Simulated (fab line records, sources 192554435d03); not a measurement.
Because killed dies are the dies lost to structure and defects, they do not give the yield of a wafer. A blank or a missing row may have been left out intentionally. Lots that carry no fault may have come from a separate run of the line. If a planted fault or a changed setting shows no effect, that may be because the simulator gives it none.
The tool behind it: which one?    flow n5 finfet    Sampling: 24 lots, 72 wafers, 2 of 1938 route steps

## WHAT EACH GAUGE READ, for each wafer
N5_BEOL_M4_CD_MEAS_18: pitch 36 nm, target cd 18 nm. Usual: cd nm 17.8 nm, standard deviation 0.41.
lot   measured      on         cd nm (nm)      flag
L074  day 7 08:43   cd sem-02  18.5 17.5 18.5  
L075  day 7 18:23   cd sem-03  18.4 18.5 17.9  
L076  day 8 01:54   cd sem-03  17.9 18.7 18.1  
L077  day 8 03:28   cd sem-02  17.7 17.5 17.7  
L078  day 8 11:59   cd sem-03  17.8 18.4 18.0  
L079  day 8 20:58   cd sem-02  18.2 17.3 17.1  
L080  day 9 07:03   cd sem-02  18.2 18.2 18.6  
L081  day 9 10:56   cd sem-03  16.9 17.3 18.2  
L082  day 9 14:34   cd sem-01  18.2 17.2 17.5  
L083  day 9 16:37   cd sem-01  18.4 18.5 17.5  
L084  day 10 03:10  cd sem-02  17.4 17.8 17.6  
L085  day 10 12:07  cd sem-03  17.5 17.4 17.9  
L086  day 10 16:09  cd sem-03  17.8 17.9 17.8  
L087  day 11 02:32  cd sem-01  18.4 18.8 17.9  
L088  day 11 07:20  cd sem-02  17.9 17.1 17.6  
L089  day 11 12:28  cd sem-01  17.0 17.2 17.2  
L090  day 11 15:40  cd sem-03  18.1 18.0 17.8  
L091  day 11 16:32  cd sem-01  17.4 18.3 17.1  
L092  day 11 23:49  cd sem-02  18.1 18.2 18.0  
L093  day 12 04:54  cd sem-01  17.5 17.9 17.8  
L094  day 13 01:17  cd sem-01  17.6 18.0 18.1  
L095  day 13 01:32  cd sem-01  17.4 17.7 17.5  
L096  day 13 01:29  cd sem-01  17.7 17.4 18.1  
L097  day 13 11:21  cd sem-02  17.7 18.4 17.5  

## WHAT TOOL EACH LOT RAN ON (gives the tool, then ch and the chambers of the sampled wafers, and finally the start)
lot   N5_BEOL_M4_HM_OPEN_17
L074  rie metal-03 ch 0,1, day 7 08:31
L075  rie metal-01 ch 0,1, day 7 18:12
L076  rie metal-01 ch 0,1, day 8 01:35
L077  rie metal-03 ch 0, day 8 03:02
L078  rie metal-01 ch 0, day 8 11:43
L079  rie metal-02 ch 0,1, day 8 20:44
L080  rie metal-02 ch 0,1, day 9 06:52
L081  rie metal-02 ch 0,1, day 9 10:42
L082  rie metal-03 ch 0,1, day 9 14:14
L083  rie metal-03 ch 0,1, day 9 16:26
L084  rie metal-02 ch 0,1, day 10 02:59
L085  rie metal-02 ch 0,1, day 10 11:56
L086  rie metal-01 ch 0,1, day 10 15:58
L087  rie metal-02 ch 0,1, day 11 02:21
L088  rie metal-01 ch 0,1, day 11 06:52
L089  rie metal-01 ch 0,1, day 11 12:14
L090  rie metal-03 ch 0, day 11 15:29
L091  rie metal-01 ch 0,1, day 11 16:07
L092  rie metal-02 ch 1, day 11 23:35
L093  rie metal-02 ch 0,1, day 12 04:40
L094  rie metal-01 ch 0,1, day 13 01:02
L095  rie metal-02 ch 0, day 13 01:13
L096  rie metal-01 ch 0,1, day 13 01:14
L097  rie metal-01 ch 0,1, day 13 11:10
- N5_BEOL_M4_HM_OPEN_17: chemistry Cl2/BCl3, target TiN, target depth 20 nm, overetch 6 nm.

## WHAT THE TOOLS THEMSELVES READ (means of the sampled wafers that have a number; where no wafer has one, the mark that the record gives instead)
N5_BEOL_M4_HM_OPEN_17. Usual: drypump motor current A 5.9 A, standard deviation 0.34; oes product au 0.65 a.u., standard deviation 0.099; throttle valve pct 22.0 %, standard deviation 0.33.
lot   tool          drypump motor current A (A)  oes product au (a.u.)  throttle valve pct (%)  flag
L074  rie metal-03  6.3                          0.59                   22.6                    
L075  rie metal-01  6.1                          0.57                   22.1                    
L076  rie metal-01  6.0                          0.56                   22.1                    
L077  rie metal-03  6.3                          0.53                   22.8                    
L078  rie metal-01  5.7                          0.69                   21.8                    
L079  rie metal-02  5.5                          0.65                   21.9                    
L080  rie metal-02  5.6                          0.59                   21.9                    
L081  rie metal-02  5.5                          0.64                   21.9                    
L082  rie metal-03  6.2                          0.63                   22.4                    
L083  rie metal-03  6.2                          0.64                   22.4                    
L084  rie metal-02  5.6                          0.58                   21.9                    
L085  rie metal-02  5.5                          0.63                   21.9                    
L086  rie metal-01  5.9                          0.73                   21.8                    
L087  rie metal-02  5.6                          0.57                   21.9                    
L088  rie metal-01  5.9                          0.73                   21.8                    
L089  rie metal-01  6.0                          0.76                   21.8                    
L090  rie metal-03  6.3                          0.86                   22.5                    
L091  rie metal-01  5.9                          0.72                   21.8                    
L092  rie metal-02  5.7                          0.52                   22.0                    
L093  rie metal-02  5.5                          0.62                   21.9                    
L094  rie metal-01  5.9                          0.70                   21.8                    
L095  rie metal-02  5.4                          0.67                   21.8                    
L096  rie metal-01  6.0                          0.74                   21.8                    
L097  rie metal-01  6.0                          0.74                   21.8                    

## THE ANSWER, worked out from the rows above alone
Rule: take the mean of a lot's wafers that have a number; if it is more than 3 standard deviations from the usual mean, the lot is off. A lot without any number at a reading at which 4 lots or more have one is off too. All remaining lots with rows at the step are treated as sound. The gauges are gone through in route order, then the tools' own readings, and for those a lot's mean is taken as printed above. At the first step where some lot is off, the reading lying furthest off is the one used; lots without a number count as furthest.
None of the lots is off at any reading shown; this tells nothing.

## WHAT HAD BEEN PUT IN BY THE SIMULATOR
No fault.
